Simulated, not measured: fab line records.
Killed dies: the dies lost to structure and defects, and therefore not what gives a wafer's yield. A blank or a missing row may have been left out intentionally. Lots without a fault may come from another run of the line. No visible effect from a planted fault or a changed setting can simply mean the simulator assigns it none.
Which tool is to blame? / flow nandHarc / 11 lots with 31 wafers sampled at 6 steps, on a route of 1302 steps

## WHAT THE GAUGES READ, wafer by wafer
NHARC_A_CHANNEL_HOLE_D2_INSPECT_40.
lot=L634; measured=day 13 15:19; on=defectInspect-01; rawDefectCount=339 191 306
lot=L636; measured=day 14 14:04; on=defectInspect-02; rawDefectCount=239 209 335
lot=L643; measured=day 17 15:44; on=defectInspect-01; rawDefectCount=720 717
lot=L645; measured=day 17 23:45; on=defectInspect-01; rawDefectCount=738 456 827 729 446 837
lot=L648; measured=day 19 19:43; on=defectInspect-02; rawDefectCount=249 362 203
lot=L650; measured=day 20 04:24; on=defectInspect-01; rawDefectCount=212 219 301
lot=L652; measured=day 20 18:07; on=defectInspect-01; rawDefectCount=382 293 213
lot=L653; measured=day 21 13:59; on=defectInspect-01; rawDefectCount=168 198 295
lot=L654; measured=day 22 04:58; on=defectInspect-02; rawDefectCount=355 224 326
lot=L657; measured=day 22 13:20; on=defectInspect-02; rawDefectCount=196 309 308
lot=L656; measured=day 22 13:30; on=defectInspect-02; rawDefectCount=227 215 287

NHARC_END_SORT_01.
lot=L643; measured=day 29 06:11; on=prober-02; killedAtArray=90; killedAtOther=0; killedAtPeriphery=13; killedDies=103; killedOpen=2; killedShort=3
lot=L645; measured=day 29 05:26; on=prober-01; killedAtArray=67 73; killedAtOther=2 4; killedAtPeriphery=6 1; killedDies=75 78; killedOpen=4 3; killedShort=2 5

## WHICH TOOL RAN EACH LOT (tool, then ch and the chambers of the sampled wafers, then the start)
lot=L634; NHARC_A_CHANNEL_HOLE_D2_ETCH_20=harEtch-01 ch 0,1, day 13 09:46; NHARC_A_CHANNEL_HOLE_D2_ETCH_24=harEtch-01 ch 0,1, day 13 11:51; NHARC_A_CHANNEL_HOLE_D2_ETCH_44=rieDiel-06 ch 1,2,3, day 13 14:21; NHARC_A_CHANNEL_HOLE_D2_STRIP_28=rieDiel-06 ch 0,1, day 13 15:19 or earlier
lot=L636; NHARC_A_CHANNEL_HOLE_D2_ETCH_20=harEtch-01 ch 0,1, day 14 08:31; NHARC_A_CHANNEL_HOLE_D2_ETCH_24=harEtch-01 ch 0,1, day 14 10:37; NHARC_A_CHANNEL_HOLE_D2_ETCH_44=rieDiel-06 ch 1,2,3, day 14 13:06; NHARC_A_CHANNEL_HOLE_D2_STRIP_28=rieDiel-06 ch 0,1,2, day 14 14:04 or earlier
lot=L643; NHARC_A_CHANNEL_HOLE_D2_ETCH_20=harEtch-01 ch 0, day 17 09:50; NHARC_A_CHANNEL_HOLE_D2_ETCH_24=harEtch-01 ch 0, day 17 12:00; NHARC_A_CHANNEL_HOLE_D2_ETCH_44=rieDiel-06 ch 3, day 17 14:47; NHARC_A_CHANNEL_HOLE_D2_STRIP_28=rieDiel-06 ch 0, day 17 15:44 or earlier
lot=L645; NHARC_A_CHANNEL_HOLE_D2_ETCH_20=harEtch-01 ch 0,1, day 17 18:11; NHARC_A_CHANNEL_HOLE_D2_ETCH_24=harEtch-01 ch 0,1, day 17 20:23; NHARC_A_CHANNEL_HOLE_D2_ETCH_44=rieDiel-06 ch 0,3, day 17 22:44; NHARC_A_CHANNEL_HOLE_D2_STRIP_28=rieDiel-09 ch 0,1, day 17 22:52
lot=L648; NHARC_A_CHANNEL_HOLE_D2_ETCH_20=harEtch-02 ch 0,1, day 19 14:13; NHARC_A_CHANNEL_HOLE_D2_ETCH_24=harEtch-02 ch 0,1, day 19 16:23; NHARC_A_CHANNEL_HOLE_D2_ETCH_44=rieDiel-09 ch 0,1,3, day 19 18:45; NHARC_A_CHANNEL_HOLE_D2_STRIP_28=rieDiel-09 ch 0,1,3, day 19 19:43 or earlier
lot=L650; NHARC_A_CHANNEL_HOLE_D2_ETCH_20=harEtch-02 ch 0,1, day 19 22:53; NHARC_A_CHANNEL_HOLE_D2_ETCH_24=harEtch-02 ch 0,1, day 20 00:58; NHARC_A_CHANNEL_HOLE_D2_ETCH_44=rieDiel-06 ch 0,1,3, day 20 03:25; NHARC_A_CHANNEL_HOLE_D2_STRIP_28=rieDiel-06 ch 0,1,2, day 20 04:24 or earlier
lot=L652; NHARC_A_CHANNEL_HOLE_D2_ETCH_20=harEtch-02 ch 0,1, day 20 12:40; NHARC_A_CHANNEL_HOLE_D2_ETCH_24=harEtch-02 ch 0,1, day 20 14:55; NHARC_A_CHANNEL_HOLE_D2_ETCH_44=rieDiel-06 ch 0,2,3, day 20 17:07; NHARC_A_CHANNEL_HOLE_D2_STRIP_28=rieDiel-06 ch 2,3, day 20 18:07 or earlier
lot=L653; NHARC_A_CHANNEL_HOLE_D2_ETCH_20=harEtch-01 ch 0,1, day 21 08:28; NHARC_A_CHANNEL_HOLE_D2_ETCH_24=harEtch-01 ch 0,1, day 21 10:32; NHARC_A_CHANNEL_HOLE_D2_ETCH_44=rieDiel-09 ch 0,3, day 21 13:00; NHARC_A_CHANNEL_HOLE_D2_STRIP_28=rieDiel-09 ch 0,1,3, day 21 13:59 or earlier
lot=L654; NHARC_A_CHANNEL_HOLE_D2_ETCH_20=harEtch-01 ch 0,1, day 21 23:24; NHARC_A_CHANNEL_HOLE_D2_ETCH_24=harEtch-01 ch 0,1, day 22 01:30; NHARC_A_CHANNEL_HOLE_D2_ETCH_44=rieDiel-05 ch 1,2,3, day 22 03:58; NHARC_A_CHANNEL_HOLE_D2_STRIP_28=rieDiel-05 ch 1,2, day 22 04:58 or earlier
lot=L657; NHARC_A_CHANNEL_HOLE_D2_ETCH_20=harEtch-01 ch 0,1, day 22 07:46; NHARC_A_CHANNEL_HOLE_D2_ETCH_24=harEtch-01 ch 0,1, day 22 09:47; NHARC_A_CHANNEL_HOLE_D2_ETCH_44=rieDiel-09 ch 2,3, day 22 12:22; NHARC_A_CHANNEL_HOLE_D2_STRIP_28=rieDiel-09 ch 0,3, day 22 13:20 or earlier
lot=L656; NHARC_A_CHANNEL_HOLE_D2_ETCH_20=harEtch-02 ch 0,1, day 22 07:55; NHARC_A_CHANNEL_HOLE_D2_ETCH_24=harEtch-02 ch 0,1, day 22 09:56; NHARC_A_CHANNEL_HOLE_D2_ETCH_44=rieDiel-06 ch 2,3, day 22 12:31; NHARC_A_CHANNEL_HOLE_D2_STRIP_28=rieDiel-06 ch 1,3, day 22 13:30 or earlier
- NHARC_A_CHANNEL_HOLE_D2_ETCH_20: etches the open film in C4F8/O2/Ar, time 361.9 s, target depth 1600 nm.
- NHARC_A_CHANNEL_HOLE_D2_ETCH_24: etches the open film in C4F8/O2/Ar, time 906.2 s, target depth 1500 nm.
- NHARC_A_CHANNEL_HOLE_D2_ETCH_44: etches the open film in CF4/O2, target depth 140 nm, overetch 14 nm, time 77 s.
- NHARC_A_CHANNEL_HOLE_D2_STRIP_28: strips in O2.

## AS READ BY THE TOOLS THEMSELVES (means over the sampled wafers that have a number; for cases with no such wafer, the mark the record gives instead)
NHARC_A_CHANNEL_HOLE_D2_ETCH_20.
lot=L634; tool=harEtch-01; drypumpMotorCurrentA (A)=5.43; heBacksideLeakSccm (sccm)=5.6; showerheadPlenumPTorr (Torr)=3.62; throttleValvePct (%)=32.153
lot=L636; tool=harEtch-01; drypumpMotorCurrentA (A)=5.44; heBacksideLeakSccm (sccm)=5.7; showerheadPlenumPTorr (Torr)=3.61; throttleValvePct (%)=32.162
lot=L643; tool=harEtch-01; drypumpMotorCurrentA (A)=5.39; heBacksideLeakSccm (sccm)=6.0; showerheadPlenumPTorr (Torr)=3.63; throttleValvePct (%)=32.164
lot=L645; tool=harEtch-01; drypumpMotorCurrentA (A)=5.44; heBacksideLeakSccm (sccm)=6.0; showerheadPlenumPTorr (Torr)=3.58; throttleValvePct (%)=32.150
lot=L648; tool=harEtch-02; drypumpMotorCurrentA (A)=5.86; heBacksideLeakSccm (sccm)=5.9; showerheadPlenumPTorr (Torr)=3.81; throttleValvePct (%)=32.159
lot=L650; tool=harEtch-02; drypumpMotorCurrentA (A)=6.02; heBacksideLeakSccm (sccm)=5.8; showerheadPlenumPTorr (Torr)=3.70; throttleValvePct (%)=32.158
lot=L652; tool=harEtch-02; drypumpMotorCurrentA (A)=6.02; heBacksideLeakSccm (sccm)=5.6; showerheadPlenumPTorr (Torr)=3.70; throttleValvePct (%)=32.168
lot=L653; tool=harEtch-01; drypumpMotorCurrentA (A)=5.49; heBacksideLeakSccm (sccm)=6.0; showerheadPlenumPTorr (Torr)=3.51; throttleValvePct (%)=32.150
lot=L654; tool=harEtch-01; drypumpMotorCurrentA (A)=5.49; heBacksideLeakSccm (sccm)=6.0; showerheadPlenumPTorr (Torr)=3.50; throttleValvePct (%)=32.162
lot=L657; tool=harEtch-01; drypumpMotorCurrentA (A)=5.44; heBacksideLeakSccm (sccm)=6.4; showerheadPlenumPTorr (Torr)=3.55; throttleValvePct (%)=32.155
lot=L656; tool=harEtch-02; drypumpMotorCurrentA (A)=6.04; heBacksideLeakSccm (sccm)=5.9; showerheadPlenumPTorr (Torr)=3.69; throttleValvePct (%)=32.160

NHARC_A_CHANNEL_HOLE_D2_ETCH_24.
lot=L634; tool=harEtch-01; drypumpMotorCurrentA (A)=5.46; heBacksideLeakSccm (sccm)=5.6; showerheadPlenumPTorr (Torr)=3.61; throttleValvePct (%)=32.232
lot=L636; tool=harEtch-01; drypumpMotorCurrentA (A)=5.43; heBacksideLeakSccm (sccm)=5.7; showerheadPlenumPTorr (Torr)=3.61; throttleValvePct (%)=32.230
lot=L643; tool=harEtch-01; drypumpMotorCurrentA (A)=5.40; heBacksideLeakSccm (sccm)=6.1; showerheadPlenumPTorr (Torr)=3.62; throttleValvePct (%)=32.252
lot=L645; tool=harEtch-01; drypumpMotorCurrentA (A)=5.44; heBacksideLeakSccm (sccm)=6.0; showerheadPlenumPTorr (Torr)=3.57; throttleValvePct (%)=32.225
lot=L648; tool=harEtch-02; drypumpMotorCurrentA (A)=5.87; heBacksideLeakSccm (sccm)=5.6; showerheadPlenumPTorr (Torr)=3.80; throttleValvePct (%)=32.244
lot=L650; tool=harEtch-02; drypumpMotorCurrentA (A)=6.04; heBacksideLeakSccm (sccm)=5.7; showerheadPlenumPTorr (Torr)=3.70; throttleValvePct (%)=32.241
lot=L652; tool=harEtch-02; drypumpMotorCurrentA (A)=6.02; heBacksideLeakSccm (sccm)=5.5; showerheadPlenumPTorr (Torr)=3.69; throttleValvePct (%)=32.226
lot=L653; tool=harEtch-01; drypumpMotorCurrentA (A)=5.47; heBacksideLeakSccm (sccm)=6.1; showerheadPlenumPTorr (Torr)=3.50; throttleValvePct (%)=32.231
lot=L654; tool=harEtch-01; drypumpMotorCurrentA (A)=5.48; heBacksideLeakSccm (sccm)=6.0; showerheadPlenumPTorr (Torr)=3.50; throttleValvePct (%)=32.241
lot=L657; tool=harEtch-01; drypumpMotorCurrentA (A)=5.43; heBacksideLeakSccm (sccm)=6.4; showerheadPlenumPTorr (Torr)=3.54; throttleValvePct (%)=32.242
lot=L656; tool=harEtch-02; drypumpMotorCurrentA (A)=6.02; heBacksideLeakSccm (sccm)=5.7; showerheadPlenumPTorr (Torr)=3.68; throttleValvePct (%)=32.230

NHARC_A_CHANNEL_HOLE_D2_ETCH_44.
lot=L634; tool=rieDiel-06; drypumpMotorCurrentA (A)=6.3; oesProductAu (a.u.)=1.005; rfVppV (V)=197.3; showerheadPlenumPTorr (Torr)=1.29; throttleValvePct (%)=13.406
lot=L636; tool=rieDiel-06; drypumpMotorCurrentA (A)=6.3; oesProductAu (a.u.)=1.006; rfVppV (V)=196.1; showerheadPlenumPTorr (Torr)=1.29; throttleValvePct (%)=13.395
lot=L643; tool=rieDiel-06; drypumpMotorCurrentA (A)=6.5; oesProductAu (a.u.)=1.001; rfVppV (V)=195.9; showerheadPlenumPTorr (Torr)=1.26; throttleValvePct (%)=13.397
lot=L645; tool=rieDiel-06; drypumpMotorCurrentA (A)=6.0; oesProductAu (a.u.)=0.991; rfVppV (V)=198.2; showerheadPlenumPTorr (Torr)=1.35; throttleValvePct (%)=13.396
lot=L648; tool=rieDiel-09; drypumpMotorCurrentA (A)=5.4; oesProductAu (a.u.)=1.008; rfVppV (V)=198.2; showerheadPlenumPTorr (Torr)=1.33; throttleValvePct (%)=13.412
lot=L650; tool=rieDiel-06; drypumpMotorCurrentA (A)=6.1; oesProductAu (a.u.)=0.995; rfVppV (V)=197.8; showerheadPlenumPTorr (Torr)=1.34; throttleValvePct (%)=13.393
lot=L652; tool=rieDiel-06; drypumpMotorCurrentA (A)=6.3; oesProductAu (a.u.)=0.995; rfVppV (V)=197.3; showerheadPlenumPTorr (Torr)=1.30; throttleValvePct (%)=13.396
lot=L653; tool=rieDiel-09; drypumpMotorCurrentA (A)=5.0; oesProductAu (a.u.)=1.012; rfVppV (V)=197.6; showerheadPlenumPTorr (Torr)=1.28; throttleValvePct (%)=13.407
lot=L654; tool=rieDiel-05; drypumpMotorCurrentA (A)=6.0; oesProductAu (a.u.)=1.005; rfVppV (V)=197.4; showerheadPlenumPTorr (Torr)=1.32; throttleValvePct (%)=13.400
lot=L657; tool=rieDiel-09; drypumpMotorCurrentA (A)=5.2; oesProductAu (a.u.)=1.003; rfVppV (V)=196.6; showerheadPlenumPTorr (Torr)=1.30; throttleValvePct (%)=13.398
lot=L656; tool=rieDiel-06; drypumpMotorCurrentA (A)=6.6; oesProductAu (a.u.)=1.000; rfVppV (V)=195.9; showerheadPlenumPTorr (Torr)=1.25; throttleValvePct (%)=13.405

NHARC_A_CHANNEL_HOLE_D2_STRIP_28.
lot=L634; tool=rieDiel-06; drypumpMotorCurrentA (A)=5.8; oesProductAu (a.u.)=0.996; rfVppV (V)=57.4; showerheadPlenumPTorr (Torr)=3.65; throttleValvePct (%)=17.044
lot=L636; tool=rieDiel-06; drypumpMotorCurrentA (A)=6.1; oesProductAu (a.u.)=1.016; rfVppV (V)=58.2; showerheadPlenumPTorr (Torr)=3.52; throttleValvePct (%)=17.029
lot=L643; tool=rieDiel-06; drypumpMotorCurrentA (A)=5.8; oesProductAu (a.u.)=0.997; rfVppV (V)=57.8; showerheadPlenumPTorr (Torr)=3.66; throttleValvePct (%)=17.045
lot=L645; tool=rieDiel-09; drypumpMotorCurrentA (A)=5.4; oesProductAu (a.u.)=1.006; rfVppV (V)=57.4; showerheadPlenumPTorr (Torr)=3.52; throttleValvePct (%)=17.039
lot=L648; tool=rieDiel-09; drypumpMotorCurrentA (A)=5.4; oesProductAu (a.u.)=1.013; rfVppV (V)=56.7; showerheadPlenumPTorr (Torr)=3.52; throttleValvePct (%)=17.043
lot=L650; tool=rieDiel-06; drypumpMotorCurrentA (A)=6.1; oesProductAu (a.u.)=1.006; rfVppV (V)=57.2; showerheadPlenumPTorr (Torr)=3.52; throttleValvePct (%)=17.033
lot=L652; tool=rieDiel-06; drypumpMotorCurrentA (A)=6.6; oesProductAu (a.u.)=1.007; rfVppV (V)=57.6; showerheadPlenumPTorr (Torr)=3.32; throttleValvePct (%)=17.041
lot=L653; tool=rieDiel-09; drypumpMotorCurrentA (A)=5.4; oesProductAu (a.u.)=1.003; rfVppV (V)=57.6; showerheadPlenumPTorr (Torr)=3.52; throttleValvePct (%)=17.044
lot=L654; tool=rieDiel-05; drypumpMotorCurrentA (A)=5.6; oesProductAu (a.u.)=1.001; rfVppV (V)=58.0; showerheadPlenumPTorr (Torr)=3.55; throttleValvePct (%)=17.042
lot=L657; tool=rieDiel-09; drypumpMotorCurrentA (A)=5.0; oesProductAu (a.u.)=1.012; rfVppV (V)=57.5; showerheadPlenumPTorr (Torr)=3.39; throttleValvePct (%)=17.049
lot=L656; tool=rieDiel-06; drypumpMotorCurrentA (A)=6.3; oesProductAu (a.u.)=0.998; rfVppV (V)=57.4; showerheadPlenumPTorr (Torr)=3.42; throttleValvePct (%)=17.032

## THE ANSWER, worked out from the rows above alone
Rule: the usual values come from the lots themselves. The widest of any qualifying gaps counts: lots, ordered by their means at a reading, are off when they make up no more than a third of the lots, leave a main group of 4 or more, and stand apart from it by 3 or more times the standard deviation of that group's means. A main group is skipped when, at the precision printed for the reading in the tables above, its means are all equal. Also off: a lot with no number at a reading for which 4 or more lots have one. Any other lot the step has rows for is counted as sound. After the gauges, taken in route order, come the tools' own readings; for these a lot's mean is taken, as printed above. The first step at which some lot is off is used, and at that step the reading that is off furthest; a lot without a number counts as furthest.
Off: L643, L645 (NHARC_A_CHANNEL_HOLE_D2_INSPECT_40, rawDefectCount). Mean 265 and standard deviation 25 in the main group.
A tool fits if, at a process step before that reading, it ran every lot that is off, and no sound lot after the first of them. The gauges at NHARC_A_CHANNEL_HOLE_D2_INSPECT_40 are tried like those tools. NHARC_A_CHANNEL_HOLE_D2_STRIP_28 gives no start for some lots, so the hours and the order of its lots are those of NHARC_A_CHANNEL_HOLE_D2_INSPECT_40. No candidate that was tried fits.

## WHAT THE SIMULATOR HAD INSERTED
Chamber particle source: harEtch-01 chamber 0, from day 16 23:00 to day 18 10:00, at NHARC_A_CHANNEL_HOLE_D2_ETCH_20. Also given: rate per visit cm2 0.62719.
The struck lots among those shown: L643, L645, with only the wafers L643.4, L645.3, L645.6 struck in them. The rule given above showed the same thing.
